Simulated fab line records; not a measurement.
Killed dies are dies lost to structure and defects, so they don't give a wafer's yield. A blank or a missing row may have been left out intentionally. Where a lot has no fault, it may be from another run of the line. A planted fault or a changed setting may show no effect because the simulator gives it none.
fab line records + flow n5_finfet
[record]
- lots = 10
- wafers = 28
- last_day = 18
route steps=1938 shown HKMG_FIN@441 BEOL_M4@1111 PASSIVATION@1936
lots untouched by any fault: they come from a run of this same line in which no faults occurred
start_h: hours from the record's opening day to when the first of the lot's shown wafers began + wait_h: how many hours have passed since the lot's step before this one + " repeats the value in the row above + L1.1+2: several wafers, shown together as one row + - either no value or no given start + * or withheld: withheld + < > ~ a bound
route shown NAME@n: names a module that has steps shown in the file, with the first one's number in the route + usual: average and standard deviation across the fault-free wafers + same: alike in all rows + chamber/n: place in a boat + sites: the reading at each site + _std_site: standard deviation across them + _edge_site: the outer-site mean with the inner-site mean subtracted + radius_mm: how far each site lies from the wafer's centre + mask NAME#n: copy n + behind: the last tool/chamber to shape the wafer + hold: the reason the lot was held/the length of the hold in hours/how it ended + device: names the non-switching transistor (n, p or np) + end of line: at the end of the route, the tests of the same wafers + a step with no rows: only its recipe + killed: not the wafer's yield, but the dies lost to structure and defects at the first sort + map: dies across one wafer; x = killed, . = not, _ = none there
set.NAME: the setting the step ran with; set.NAME@STEP: the setting that earlier step ran with + model.NAME: the simulator's own value behind a step, which no gauge read
one table for each step of the route and one row for each wafer, over a sample of lots
services: a tool's chamber out of use, with start hour (start_h, from the record's first day; less than 0 if before it), hours out, and reason
[[steps]]
[step N5_HKMG_FIN_STRIP_19]
[recipe]
- chemistry = N2/H2
- power_w = 2500
- temp_c = 300
- h2_frac = 0.65
- time_s = 360
- pressure_mtorr = withheld
- n2_flow_sccm = 1750
- h2_flow_sccm = 3250
[usual]
- drypump_motor_current_A = 5.9/0.55
- heater_power_w = 485/51
| lot.wafer | tool            | chamber | start_h | wait_h | drypump_motor_current_A | heater_power_w | rf_hours_counter_h |
|-----------|-----------------|---------|---------|--------|-------------------------|----------------|--------------------|
| L970.2    | plasma_asher-02 | 1       | 76.39   | 0.0    | 6.6                     | 436            | 43                 |
| L970.3    | "               | 0       | "       | "      | 5.8                     | 520            | -                  |
| L970.5    | "               | 1       | "       | "      | 6.6                     | 448            | -                  |
| L977.1    | plasma_asher-01 | 0       | 120.53  | 0.0    | 5.9                     | 411            | 83                 |
| L977.4    | "               | 0       | "       | "      | 5.9                     | 410            | -                  |
| L977.6    | "               | 1       | "       | "      | 5.0                     | 533            | -                  |
| L978.2    | plasma_asher-02 | 0       | 126.06  | 0.0    | 5.8                     | 540            | 55                 |
| L978.5    | "               | 0       | "       | "      | 5.8                     | 539            | -                  |
| L981.2    | plasma_asher-02 | 0       | 143.61  | 0.0    | 5.8                     | 530            | 59                 |
| L981.5    | "               | 1       | "       | "      | 6.6                     | 452            | -                  |
| L985.1    | plasma_asher-02 | 1       | 168.04  | 0.0    | 6.6                     | 460            | 63                 |
| L985.2    | "               | 0       | "       | "      | 5.8                     | 540            | 63                 |
| L985.5    | "               | 1       | "       | "      | 6.6                     | 460            | -                  |
| L986.1    | plasma_asher-01 | 0       | 179.32  | 0.0    | 5.9                     | 416            | 94                 |
| L986.3    | "               | 1       | "       | "      | 5.0                     | 534            | -                  |
| L986.4    | "               | 0       | "       | "      | 5.9                     | 423            | -                  |
| L987.1    | plasma_asher-01 | 0       | 180.36  | 0.0    | 5.9                     | 412            | 94                 |
| L987.2    | "               | 1       | "       | "      | 5.0                     | 529            | 94                 |
| L987.5    | "               | 0       | "       | "      | 5.9                     | 415            | -                  |
| L991.2    | plasma_asher-02 | 1       | 204.67  | 0.0    | 6.6                     | 450            | 71                 |
| L991.3    | "               | 1       | "       | "      | 6.6                     | 446            | -                  |
| L991.4    | "               | 0       | "       | "      | 5.8                     | 529            | -                  |
| L992.2    | plasma_asher-02 | 0       | 211.39  | 0.1    | 5.8                     | 525            | 73                 |
| L992.3    | "               | 0       | "       | "      | 5.8                     | 525            | -                  |
| L992.6    | "               | 1       | "       | "      | 6.6                     | 456            | -                  |
| L993.1    | plasma_asher-02 | 1       | 217.12  | 0.0    | 6.6                     | 454            | 75                 |
| L993.5    | "               | 1       | "       | "      | 6.6                     | 450            | -                  |
| L993.6    | "               | 0       | "       | "      | 5.8                     | 531            | -                  |
[step N5_HKMG_FIN_STRIP_90]
[recipe]
- chemistry = N2/H2
- material = SOC
- time_s = 20
- power_w = 500
- temp_c = 40
- pressure_mtorr = 50
- rf_frequency_hz = 6e+07
- bias_power_w = 8
- h2_frac = 0.5
- n2_flow_sccm = 300
- h2_flow_sccm = 300
[usual]
- bias_power_w = 7.999/0.024
- drypump_motor_current_A = 5.8/0.54
- oes_product_au = 0.79/0.11
- rf_vpp_V = 54.2/0.84
- showerhead_plenum_p_Torr = 3.30/0.1
- throttle_valve_pct = 19.08/0.27
| lot.wafer | tool        | chamber | start_h | wait_h | bias_power_w | drypump_motor_current_A | oes_product_au | rf_hours_counter_h | rf_vpp_V | showerhead_plenum_p_Torr | throttle_valve_pct |
|-----------|-------------|---------|---------|--------|--------------|-------------------------|----------------|--------------------|----------|--------------------------|--------------------|
| L970.2    | rie_diel-01 | 3       | 78.24   | 0.0    | 7.974        | 6.1                     | 0.69           | 235                | 54.3     | 3.32                     | 19.15              |
| L970.3    | "           | 0       | "       | "      | 8.066        | 6.0                     | 0.81           | 79                 | 55.1     | 3.39                     | 18.91              |
| L970.5    | "           | 1       | "       | "      | 7.982        | 6.7                     | 0.71           | -                  | 55.0     | 3.32                     | 19.35              |
| L977.1    | rie_diel-06 | 0       | 122.82  | 0.0    | 8.000        | 5.6                     | 0.70           | 246                | 52.5     | 3.18                     | 19.60              |
| L977.4    | "           | 0       | "       | "      | 7.975        | 5.6                     | 0.70           | -                  | 52.2     | 3.18                     | 19.58              |
| L977.6    | "           | 1       | "       | "      | 8.027        | 4.9                     | 0.81           | -                  | 53.2     | 3.38                     | 18.75              |
| L978.2    | rie_diel-06 | 0       | 127.92  | 0.0    | 8.028        | 5.6                     | 0.70           | 250                | 53.8     | 3.18                     | 19.61              |
| L978.5    | "           | 0       | "       | "      | 8.040        | 5.6                     | 0.70           | -                  | 53.4     | 3.18                     | 19.60              |
| L981.2    | rie_diel-01 | 3       | 145.50  | 0.0    | 8.052        | 6.1                     | 0.97           | 2                  | 54.4     | 3.31                     | 18.79              |
| L981.5    | "           | 3       | "       | "      | 7.990        | 6.1                     | 0.97           | -                  | 54.7     | 3.31                     | 18.78              |
| L985.1    | rie_diel-01 | 1       | 170.00  | 0.0    | 7.966        | 6.7                     | 0.99           | 4                  | 54.9     | 3.30                     | 18.98              |
| L985.2    | "           | 3       | "       | "      | 7.982        | 6.1                     | 0.93           | 15                 | 54.0     | 3.30                     | 18.80              |
| L985.5    | "           | 0       | "       | "      | 8.022        | 6.0                     | 0.77           | -                  | 55.0     | 3.36                     | 18.94              |
| L986.1    | rie_diel-01 | 1       | 181.19  | 0.0    | 8.036        | 6.7                     | 0.97           | 8                  | 54.9     | 3.30                     | 18.97              |
| L986.3    | "           | 3       | "       | "      | 8.044        | 6.1                     | 0.92           | 18                 | 53.9     | 3.30                     | 18.80              |
| L986.4    | "           | 2       | "       | "      | 8.030        | 5.2                     | 1.00           | 1                  | 54.9     | 3.30                     | 18.74              |
| L987.1    | rie_diel-02 | 1       | 182.22  | 0.0    | 8.034        | 5.4                     | 0.67           | 238                | 53.2     | 3.16                     | 18.95              |
| L987.2    | "           | 3       | "       | "      | 8.026        | 6.6                     | 0.70           | 210                | 53.8     | 3.22                     | 19.29              |
| L987.5    | "           | 0       | "       | "      | 7.960        | 5.6                     | 0.73           | -                  | 54.4     | 3.21                     | 19.52              |
| L991.2    | rie_diel-02 | 2       | 206.64  | 0.0    | 8.027        | 5.5                     | 0.92           | 17                 | 54.5     | 3.58                     | 18.82              |
| L991.3    | "           | 3       | "       | "      | 7.971        | 6.6                     | 0.69           | 218                | 54.0     | 3.22                     | 19.32              |
| L991.4    | "           | 0       | "       | "      | 8.019        | 5.6                     | 0.73           | 195                | 54.7     | 3.20                     | 19.53              |
| L992.2    | rie_diel-02 | 0       | 213.35  | 0.0    | 7.996        | 5.6                     | 0.72           | 198                | 53.9     | 3.20                     | 19.53              |
| L992.3    | "           | 3       | "       | "      | 8.044        | 6.6                     | 0.68           | 221                | 55.2     | 3.22                     | 19.33              |
| L992.6    | "           | 2       | "       | "      | 7.966        | 5.5                     | 0.93           | -                  | 55.3     | 3.58                     | 18.83              |
| L993.1    | rie_diel-01 | 2       | 219.15  | 0.0    | 8.010        | 5.1                     | 0.95           | 13                 | 54.2     | 3.29                     | 18.74              |
| L993.5    | "           | 3       | "       | "      | 7.962        | 6.1                     | 0.90           | -                  | 54.5     | 3.29                     | 18.82              |
| L993.6    | "           | 0       | "       | "      | 7.974        | 6.0                     | 0.75           | -                  | 53.1     | 3.35                     | 18.99              |
[step N5_HKMG_FIN_ALD_21]
[recipe]
- material = TiN
- target_thk_a = 15
- temp_c = 400
- ald_precursor_family = TiCl4
- ald_co_reactant = NH3
- pulse_time_s = 1
- purge_time_s = 3
- co_reactant_purge_time_s = 2
- co_reactant_pulse_time_s = 2
- ald_cycles = 68
- pressure_torr = 3
[usual]
- ald_cycles = 68/0
- heater_power_w = 897/120
- precursor_pulse_height_rel = 0.998/0.02
| lot.wafer | tool         | chamber | start_h | wait_h | ald_cycles | heater_power_w | precursor_pulse_height_rel |
|-----------|--------------|---------|---------|--------|------------|----------------|----------------------------|
| L970.2    | ald_metal-01 | 2       | 78.92   | 0.3    | 68         | 780            | 0.992                      |
| L970.3    | "            | 0       | "       | "      | 68         | 892            | 1.016                      |
| L970.5    | "            | 0       | "       | "      | 68         | 915            | 0.996                      |
| L977.1    | ald_metal-01 | 0       | 123.50  | 0.3    | 68         | 872            | 0.962                      |
| L977.4    | "            | 2       | "       | "      | 117        | 771            | 0.976                      |
| L977.6    | "            | 2       | "       | "      | 68         | 768            | 1.034                      |
| L978.2    | ald_metal-01 | 1       | 128.61  | 0.3    | 117        | 716            | 0.990                      |
| L978.5    | "            | 2       | "       | "      | 68         | 776            | 0.959                      |
| L981.2    | ald_metal-01 | 2       | 146.19  | 0.3    | 117        | 764            | 1.036                      |
| L981.5    | "            | 0       | "       | "      | 68         | 932            | 1.004                      |
| L985.1    | ald_metal-04 | 3       | 170.68  | 0.3    | 68         | 873            | 1.007                      |
| L985.2    | "            | 2       | "       | "      | 68         | 747            | 0.979                      |
| L985.5    | "            | 2       | "       | "      | 68         | 752            | 0.979                      |
| L986.1    | ald_metal-04 | 0       | 181.90  | 0.3    | 68         | 780            | 1.002                      |
| L986.3    | "            | 3       | "       | "      | 68         | 842            | 1.002                      |
| L986.4    | "            | 2       | "       | "      | 68         | 748            | 0.971                      |
| L987.1    | ald_metal-04 | 0       | 182.90  | 0.3    | 68         | 799            | 0.960                      |
| L987.2    | "            | 2       | "       | "      | 68         | 727            | 0.981                      |
| L987.5    | "            | 3       | "       | "      | 68         | 858            | 1.015                      |
| L991.2    | ald_metal-04 | 0       | 207.37  | 0.3    | 68         | 799            | 0.993                      |
| L991.3    | "            | 2       | "       | "      | 68         | 749            | 1.003                      |
| L991.4    | "            | 3       | "       | "      | 68         | 852            | 0.997                      |
| L992.2    | ald_metal-02 | 3       | 214.33  | 0.3    | 68         | 1095           | 0.987                      |
| L992.3    | "            | 1       | "       | "      | 68         | 1110           | 0.972                      |
| L992.6    | "            | 1       | "       | "      | 68         | 1117           | 0.991                      |
| L993.1    | ald_metal-02 | 0       | 219.83  | 0.3    | 68         | 893            | 0.999                      |
| L993.5    | "            | 0       | "       | "      | 68         | 895            | 1.021                      |
| L993.6    | "            | 3       | "       | "      | 68         | 1074           | 0.990                      |
[step N5_HKMG_FIN_CMP_23]
[recipe]
- stop_on = SiNx
- t_overpolish_s = 10
- post_cmp_clean = rinse_only
- down_force_psi = 4
- platen_rpm = 50.289
- pad_velocity_m_s = 1.0006
- target_thk_nm = 46.326
[usual]
- motor_current_A = 11.8/0.95
- pad_life_wafers = 980/640
- slurry_flow_ml_min = 150.1/0.46
| lot.wafer | tool   | chamber | start_h | wait_h | motor_current_A | pad_life_wafers | slurry_flow_ml_min |
|-----------|--------|---------|---------|--------|-----------------|-----------------|--------------------|
| L970.3    | cmp-02 | 3       | 79.54   | 0.1    | 11.2            | 1519            | 150.0              |
| L970.2    | "      | 1       | "       | "      | 11.7            | 1521            | 150.4              |
| L970.5    | "      | 3       | "       | "      | 10.8            | -               | 150.9              |
| L977.1    | cmp-03 | 1       | 124.21  | 0.1    | 11.6            | 631             | 149.8              |
| L977.4    | "      | 3       | "       | "      | 11.9            | 633             | 149.2              |
| L977.6    | "      | 0       | "       | "      | 10.6            | -               | 149.8              |
| L978.2    | cmp-01 | 2       | 129.38  | 0.3    | 11.0            | 1383            | 150.1              |
| L978.5    | "      | 0       | "       | "      | 13.1            | -               | 149.8              |
| L981.2    | cmp-02 | 2       | 146.73  | 0.0    | 12.4            | 2010            | 150.1              |
| L981.5    | "      | 3       | "       | "      | 11.2            | -               | 149.4              |
| L985.1    | cmp-01 | 0       | 171.22  | 0.0    | 13.2            | 1704            | 150.0              |
| L985.2    | "      | 3       | "       | "      | 13.1            | 1707            | 149.6              |
| L985.5    | "      | 1       | "       | "      | 10.6            | -               | 150.4              |
| L986.4    | cmp-03 | 1       | 182.43  | 0.0    | 12.1            | 1074            | 149.9              |
| L986.1    | "      | 3       | "       | "      | 11.6            | 1076            | 150.3              |
| L986.3    | "      | 0       | "       | "      | 10.4            | 1077            | 149.5              |
| L987.1    | cmp-02 | 3       | 183.51  | 0.1    | 10.8            | 163             | 149.8              |
| L987.2    | "      | 1       | "       | "      | 11.6            | 165             | 150.5              |
| L987.5    | "      | 2       | "       | "      | 12.5            | -               | 149.6              |
| L991.4    | cmp-01 | 0       | 207.91  | 0.0    | 11.6            | 2010            | 150.6              |
| L991.2    | "      | 2       | "       | "      | 11.3            | 2012            | 149.9              |
| L991.3    | "      | 3       | "       | "      | 12.4            | 2013            | 150.1              |
| L992.3    | cmp-02 | 0       | 214.87  | 0.0    | 11.2            | 396             | 149.0              |
| L992.2    | "      | 1       | "       | "      | 11.6            | 397             | 150.8              |
| L992.6    | "      | 1       | "       | "      | 12.0            | -               | 150.8              |
| L993.1    | cmp-02 | 3       | 220.44  | 0.1    | 11.1            | 439             | 150.1              |
| L993.5    | "      | 2       | "       | "      | 12.3            | -               | 150.2              |
| L993.6    | "      | 3       | "       | "      | 11.1            | -               | 150.1              |
[step N5_BEOL_M4_RC_MEAS_101]
[usual]
- DIBL_N = 36.2/1.6
- DIBL_P = 36.1/2
- IOFF_N = 0.16/0.032
- IOFF_P = 0.22/0.036
- ION_N = 672/11
- ION_P = 463/7.5
- SS_N = 71.4/0.58
- SS_P = 73.2/0.67
- VT_N = 250/3.3
- VT_P = -250/3.3
| lot.wafer | tool      | chamber | start_h | wait_h | DIBL_N[mV/V] | DIBL_P[mV/V] | IOFF_N[nA/um] | IOFF_P[nA/um] | ION_N[uA/um] | ION_P[uA/um] | SS_N[mV/dec] | SS_P[mV/dec] | VT_N[mV] | VT_P[mV] |
|-----------|-----------|---------|---------|--------|--------------|--------------|---------------|---------------|--------------|--------------|--------------|--------------|----------|----------|
| L970.2    | prober-02 | 0       | 172.98  | 0.2    | 36.6         | 37.3         | 0.13          | 0.17          | 652          | 446          | 71.1         | 72.5         | 254      | -257     |
| L970.3    | "         | 0       | "       | "      | 37.2         | 38.7         | 0.17          | 0.19          | 679          | 456          | 72.3         | 74.0         | 247      | -251     |
| L970.5    | "         | 0       | "       | "      | 34.5         | 35.6         | 0.12          | 0.15          | 660          | 444          | 70.7         | 72.3         | 255      | -256     |
| L977.1    | prober-02 | 0       | 213.45  | 0.0    | 34.3         | 33.8         | 0.13          | 0.17          | 659          | 452          | 71.4         | 72.2         | 255      | -256     |
| L977.4    | "         | 0       | "       | "      | 33.2         | 33.0         | 0.12          | 0.15          | 648          | 440          | 70.8         | 72.7         | 257      | -258     |
| L977.6    | "         | 0       | "       | "      | 35.8         | 37.2         | 0.16          | 0.22          | 670          | 458          | 71.2         | 73.9         | 249      | -252     |
| L978.2    | prober-01 | 0       | 220.40  | 0.2    | 35.6         | 36.0         | 0.17          | 0.24          | 685          | 471          | 71.0         | 73.0         | 245      | -248     |
| L978.5    | "         | 0       | "       | "      | 35.2         | 35.4         | 0.16          | 0.24          | 667          | 466          | 70.4         | 73.9         | 250      | -245     |
| L981.2    | prober-01 | 0       | 238.05  | 0.2    | 35.3         | 35.8         | 0.15          | 0.24          | 675          | 474          | 71.6         | 72.6         | 250      | -246     |
| L981.5    | "         | 0       | "       | "      | 36.0         | 36.4         | 0.15          | 0.24          | 677          | 471          | 71.7         | 73.5         | 250      | -247     |
| L985.1    | prober-02 | 0       | 270.23  | 0.0    | 35.3         | 35.2         | 0.15          | 0.20          | 676          | 465          | 71.4         | 73.8         | 248      | -251     |
| L985.2    | "         | 0       | "       | "      | 41.1         | 40.7         | 0.29          | 0.29          | 699          | 466          | 73.2         | 74.8         | 240      | -247     |
| L985.5    | "         | 0       | "       | "      | 36.6         | 37.4         | 0.17          | 0.23          | 674          | 466          | 71.1         | 73.8         | 247      | -247     |
| L987.1    | prober-02 | 0       | 273.13  | 0.0    | 34.6         | 34.6         | 0.12          | 0.18          | 661          | 458          | 71.6         | 72.5         | 254      | -253     |
| L987.2    | "         | 0       | "       | "      | 35.1         | 35.6         | 0.13          | 0.19          | 667          | 461          | 71.1         | 72.6         | 254      | -250     |
| L987.5    | "         | 0       | "       | "      | 36.8         | 38.2         | 0.15          | 0.23          | 679          | 470          | 72.1         | 73.9         | 251      | -250     |
| L986.1    | prober-02 | 0       | 276.46  | 0.0    | 34.2         | 33.8         | 0.13          | 0.18          | 647          | 455          | 70.6         | 72.7         | 253      | -253     |
| L986.3    | "         | 0       | "       | "      | 33.3         | 32.6         | 0.13          | 0.17          | 657          | 459          | 70.6         | 72.4         | 251      | -251     |
| L986.4    | "         | 0       | "       | "      | 36.3         | 36.6         | 0.17          | 0.23          | 665          | 457          | 72.2         | 73.4         | 248      | -250     |
| L991.2    | prober-02 | 0       | 294.98  | 0.2    | 33.0         | 30.8         | 0.11          | 0.15          | 649          | 449          | 71.1         | 72.6         | 257      | -254     |
| L991.3    | "         | 0       | "       | "      | 38.4         | 38.8         | 0.20          | 0.27          | 676          | 463          | 71.9         | 74.0         | 248      | -244     |
| L991.4    | "         | 0       | "       | "      | 35.4         | 34.2         | 0.13          | 0.19          | 670          | 463          | 71.2         | 72.6         | 251      | -249     |
| L992.2    | prober-02 | 0       | 323.01  | 0.2    | 33.9         | 34.4         | 0.12          | 0.17          | 661          | 464          | 70.6         | 71.7         | 254      | -253     |
| L992.3    | "         | 0       | "       | "      | 35.4         | 37.0         | 0.14          | 0.20          | 679          | 466          | 70.3         | 72.9         | 253      | -249     |
| L992.6    | "         | 0       | "       | "      | 34.7         | 36.1         | 0.13          | 0.19          | 669          | 466          | 70.5         | 72.2         | 254      | -252     |
| L993.1    | prober-02 | 0       | 339.85  | 0.0    | 38.7         | 39.5         | 0.20          | 0.25          | 694          | 469          | 72.4         | 73.6         | 244      | -246     |
| L993.5    | "         | 0       | "       | "      | 36.5         | 37.2         | 0.16          | 0.22          | 679          | 470          | 72.2         | 73.4         | 250      | -247     |
| L993.6    | "         | 0       | "       | "      | 34.7         | 35.7         | 0.13          | 0.20          | 661          | 465          | 71.4         | 72.2         | 252      | -252     |
[step N5_PASSIVATION_PROBE_49]
[usual]
- defect_limited_yield = 91.4/1.3
- killed_at_M0_to_M3 = 34/10
- killed_at_M4_up = 14/5.6
- killed_at_contacts = 13/5.9
- killed_at_front_end = 37/9.9
- killed_at_other = 3.5/2.8
- killed_dies = 101/15
- killed_open = 67/12
- killed_short = 32/6.6
- sort_bin_4_leakage = 0.00/0.014
- sort_bin_5_function = 5.0/0.81
- sort_bin_6_memory = 3.2/0.66
- sort_bin_8_speed = 0.00/0.007
- sort_n_pass = 1079/15
- sort_yield_pct = 91.4/1.3
[same]
- gross_dies = 1180
- killed_at_back_side = 0
| lot.wafer | tool      | chamber | start_h | wait_h | defect_limited_yield[%] | killed_at_M0_to_M3 | killed_at_M4_up | killed_at_contacts | killed_at_front_end | killed_at_other | killed_dies | killed_open | killed_short | sort_bin_4_leakage[%] | sort_bin_5_function[%] | sort_bin_6_memory[%] | sort_bin_8_speed[%] | sort_n_pass | sort_yield_pct[%] |
|-----------|-----------|---------|---------|--------|-------------------------|--------------------|-----------------|--------------------|---------------------|-----------------|-------------|-------------|--------------|-----------------------|------------------------|----------------------|---------------------|-------------|-------------------|
| L977.1    | prober-01 | -       | 316.64  | 0.0    | 90.6                    | 29                 | 14              | 12                 | 51                  | 5               | 111         | 72          | 36           | 0                     | 5.9                    | 3.1                  | 0                   | 1069        | 90.6              |
| L977.4    | prober-01 | -       | 316.79  | 0.2    | 88.6                    | 34                 | 23              | 22                 | 50                  | 5               | 134         | 86          | 47           | 0                     | 6.7                    | 4.0                  | 0                   | 1046        | 88.6              |
| L977.6    | prober-01 | -       | 316.89  | 0.3    | 90.9                    | 40                 | 11              | 9                  | 41                  | 6               | 107         | 71          | 35           | 0                     | 5.2                    | 3.2                  | 0                   | 1073        | 90.9              |
| L978.2    | prober-01 | -       | 328.66  | 0.1    | 91.9                    | 26                 | 12              | 9                  | 43                  | 5               | 95          | 56          | 38           | 0                     | 4.7                    | 3.0                  | 0                   | 1085        | 91.9              |
| L978.5    | prober-01 | -       | 328.81  | 0.2    | 93.3                    | 17                 | 13              | 6                  | 39                  | 4               | 79          | 57          | 22           | 0                     | 3.6                    | 2.9                  | 0                   | 1101        | 93.3              |
| L981.2    | prober-01 | -       | 342.33  | 0.1    | 92.4                    | 20                 | 13              | 21                 | 34                  | 2               | 90          | 60          | 29           | 0                     | 4.5                    | 2.9                  | 0                   | 1090        | 92.4              |
| L981.5    | prober-01 | -       | 342.48  | 0.2    | 92.3                    | 20                 | 11              | 18                 | 39                  | 3               | 91          | 58          | 30           | 0                     | 5.1                    | 2.2                  | 0                   | 1089        | 92.3              |
| L986.1    | prober-01 | -       | 376.57  | 0.0    | 89.5                    | 32                 | 13              | 18                 | 57                  | 4               | 124         | 75          | 48           | 0                     | 6.4                    | 3.6                  | 0                   | 1056        | 89.5              |
| L986.3    | prober-01 | -       | 376.67  | 0.1    | 91.9                    | 53                 | 6               | 11                 | 26                  | 0               | 96          | 69          | 27           | 0                     | 4.1                    | 4.0                  | 0                   | 1084        | 91.9              |
| L986.4    | prober-01 | -       | 376.72  | 0.2    | 89.8                    | 53                 | 10              | 15                 | 42                  | 0               | 120         | 84          | 36           | 0                     | 5.8                    | 3.9                  | 0                   | 1060        | 89.8              |
| L992.2    | prober-02 | -       | 423.61  | 0.1    | 90.8                    | 44                 | 10              | 9                  | 42                  | 4               | 109         | 72          | 37           | 0                     | 5.7                    | 3.3                  | 0                   | 1071        | 90.8              |
| L992.3    | prober-02 | -       | 423.66  | 0.1    | 91.2                    | 26                 | 15              | 15                 | 43                  | 5               | 104         | 68          | 35           | 0                     | 4.8                    | 3.7                  | 0                   | 1076        | 91.2              |
| L992.6    | prober-02 | -       | 423.81  | 0.3    | 92.1                    | 39                 | 19              | 10                 | 24                  | 1               | 93          | 55          | 38           | 0                     | 4.7                    | 3.1                  | 0                   | 1087        | 92.1              |
// killed by level:class
L977.1 STI_FIN_REVEAL:geometric_particle:open=14 MOL_CONTACT_COAG:geometric_particle:open=11 FIN_SAQP:geometric_particle:short=8 BEOL_M1:geometric_particle:open=8 BEOL_M4:geometric_particle:open=7 STI_FIN_REVEAL:geometric_particle:short=6 FIN_SAQP:geometric_particle:open=5 GATE_CUT:geometric_particle:short=4
L977.4 FIN_SAQP:geometric_particle:short=19 MOL_CONTACT_COAG:geometric_particle:open=17 FIN_SAQP:geometric_particle:open=12 BEOL_M1:geometric_particle:open=11 BEOL_M4:geometric_particle:open=10 BEOL_M0_SAQP:geometric_particle:open=10 STI_FIN_REVEAL:geometric_particle:open=5 MOL_CONTACT_COAG:geometric_particle:short=5
L977.6 DUMMY_GATE:geometric_particle:open=10 MOL_CONTACT_COAG:geometric_particle:open=9 BEOL_M1:geometric_particle:open=8 STI_FIN_REVEAL:geometric_particle:open=7 BEOL_M0:geometric_particle:open=7 GATE_CUT:geometric_particle:short=5 BEOL_M4:geometric_particle:open=5 BEOL_M0:geometric_particle:short=5
L978.2 FIN_SAQP:geometric_particle:open=19 FIN_SAQP:geometric_particle:short=10 BEOL_M4:geometric_particle:open=7 MOL_CONTACT_COAG:geometric_particle:open=6 BEOL_M0_SAQP:geometric_particle:short=6 BEOL_M2:geometric_particle:open=6 DUMMY_GATE:geometric_particle:open=5 GATE_CUT:geometric_particle:short=4
L978.5 FIN_SAQP:geometric_particle:open=18 FIN_SAQP:geometric_particle:short=11 BEOL_M5:geometric_particle:open=7 BEOL_M1:geometric_particle:open=5 MOL_CONTACT_COAG:geometric_particle:open=4 BEOL_M0_SAQP:geometric_particle:short=4 STARTING-WAFER:geometric_particle:short=3 BEOL_M0_SAQP:geometric_particle:open=3
L981.2 MOL_CONTACT_COAG:geometric_particle:open=15 FIN_SAQP:geometric_particle:open=6 MOL_CONTACT_COAG:geometric_particle:short=6 BEOL_M4:geometric_particle:open=6 FIN_SAQP:geometric_particle:short=5 BEOL_M0_SAQP:geometric_particle:open=5 DUMMY_GATE:geometric_particle:open=4 BEOL_M0_SAQP:geometric_particle:short=4
L981.5 MOL_CONTACT_COAG:geometric_particle:open=15 FIN_SAQP:geometric_particle:open=9 FIN_SAQP:geometric_particle:short=7 BEOL_M0:geometric_particle:open=6 BEOL_M0_SAQP:geometric_particle:open=6 DUMMY_GATE:geometric_particle:open=5 GATE_CUT:geometric_particle:open=4 STARTING-WAFER:geometric_particle:short=4
L986.1 STI_FIN_REVEAL:geometric_particle:open=17 MOL_CONTACT_COAG:geometric_particle:open=11 FIN_SAQP:geometric_particle:short=7 GATE_CUT:geometric_particle:short=7 MOL_CONTACT_COAG:geometric_particle:short=7 BEOL_M0_SAQP:geometric_particle:short=6 BEOL_M0_SAQP:geometric_particle:open=6 FIN_SAQP:geometric_particle:open=5
L986.3 BEOL_M0_SAQP:geometric_particle:open=12 MOL_CONTACT_COAG:geometric_particle:open=11 BEOL_M0_SAQP:geometric_particle:short=10 BEOL_M1:geometric_particle:open=8 BEOL_M3:geometric_particle:open=8 FIN_SAQP:geometric_particle:open=6 BEOL_M2:geometric_particle:open=6 STI_FIN_REVEAL:geometric_particle:open=4
L986.4 MOL_CONTACT_COAG:geometric_particle:open=14 BEOL_M0_SAQP:geometric_particle:short=14 BEOL_M0_SAQP:geometric_particle:open=13 STI_FIN_REVEAL:geometric_particle:open=12 FIN_SAQP:geometric_particle:open=7 BEOL_M1:geometric_particle:open=7 GATE_CUT:geometric_particle:short=6 BEOL_M2:geometric_particle:open=6
L992.2 FIN_SAQP:geometric_particle:open=14 BEOL_M0_SAQP:geometric_particle:open=12 BEOL_M0_SAQP:geometric_particle:short=10 MOL_CONTACT_COAG:geometric_particle:open=8 BEOL_M1:geometric_particle:open=7 GATE_CUT:geometric_particle:short=5 BEOL_M2:geometric_particle:open=5 BEOL_M3:geometric_particle:open=5
L992.3 MOL_CONTACT_COAG:geometric_particle:open=13 STI_FIN_REVEAL:geometric_particle:open=10 FIN_SAQP:geometric_particle:open=9 DUMMY_GATE:geometric_particle:open=6 BEOL_M0_SAQP:geometric_particle:short=6 FIN_SAQP:geometric_particle:short=4 BEOL_M0_SAQP:geometric_particle:open=4 BEOL_M1:geometric_particle:open=4
L992.6 BEOL_M0_SAQP:geometric_particle:short=11 MOL_CONTACT_COAG:geometric_particle:open=8 BEOL_M3:geometric_particle:open=8 BEOL_M1:geometric_particle:open=6 FIN_SAQP:geometric_particle:open=5 FIN_SAQP:geometric_particle:short=5 GATE_CUT:geometric_particle:short=5 BEOL_M0_SAQP:geometric_particle:open=4
[[services]]
| tool            | chamber | start_h | hours | kind   |
|-----------------|---------|---------|-------|--------|
| plasma_asher-01 | -       | 53.11   | 16.6  | pm     |
| cmp-02          | -       | 73.45   | 5.7   | pm     |
| plasma_asher-01 | -       | 91.31   | 6.3   | repair |
| rie_diel-02     | -       | 96.68   | 28.1  | pm     |
| plasma_asher-01 | -       | 101.17  | 5.2   | repair |
| cmp-01          | -       | 102.37  | 1.4   | repair |
| rie_diel-01     | -       | 105.62  | 2.8   | pm     |
| cmp-02          | -       | 116.34  | 7.8   | repair |
| rie_diel-02     | 3       | 126.12  | 3.5   | repair |
| plasma_asher-02 | -       | 138.12  | 2.8   | pm     |
| rie_diel-02     | 3       | 143.67  | 19.0  | repair |
| cmp-02          | -       | 157.69  | 4.0   | pm     |
| ald_metal-01    | 0       | 166.46  | 3.5   | repair |
| cmp-03          | -       | 172.74  | 4.8   | pm     |
| ald_metal-01    | 2       | 175.13  | 6.4   | repair |
| cmp-03          | -       | 183.59  | 6.1   | repair |
| ald_metal-04    | -       | 195.52  | 1.3   | repair |
| plasma_asher-01 | -       | 206.39  | 29.2  | repair |
| cmp-03          | -       | 208.71  | 0.5   | repair |
| ald_metal-01    | -       | 209.05  | 2.8   | pm     |
| cmp-01          | -       | 209.41  | 4.0   | pm     |
| rie_diel-02     | 1       | 209.60  | 1.2   | repair |
| ald_metal-04    | 1       | 215.41  | 3.4   | repair |
| ald_metal-04    | -       | 216.21  | 1.7   | repair |
[[key]]
[first_sign]
- step = N5_HKMG_FIN_ALD_21
- reading = ald_cycles
- direction = up
- sigmas = 99+
- usual = *
- struck = *
effect none on later readings
met_at N5_HKMG_FIN_ALD_21
struck_lots L977,L978,L981
struck_wafers L977.4,L978.2,L981.2
not_acting_at N5_HKMG_FIN_STRIP_19,N5_HKMG_FIN_STRIP_90,N5_HKMG_FIN_CMP_23
onset_between 78.92 123.50
[fault]
- kind = process_parameter_drift
- tool = ald_metal-01
- chamber = -
- onset_h = 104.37
- steps = N5_HKMG_FIN_ALD_21
- channel = ald_cycles
- offset = *
- shape = step
- end_h = 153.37
- scope = struck_wafers_only
- acts_in = *
- stated = *
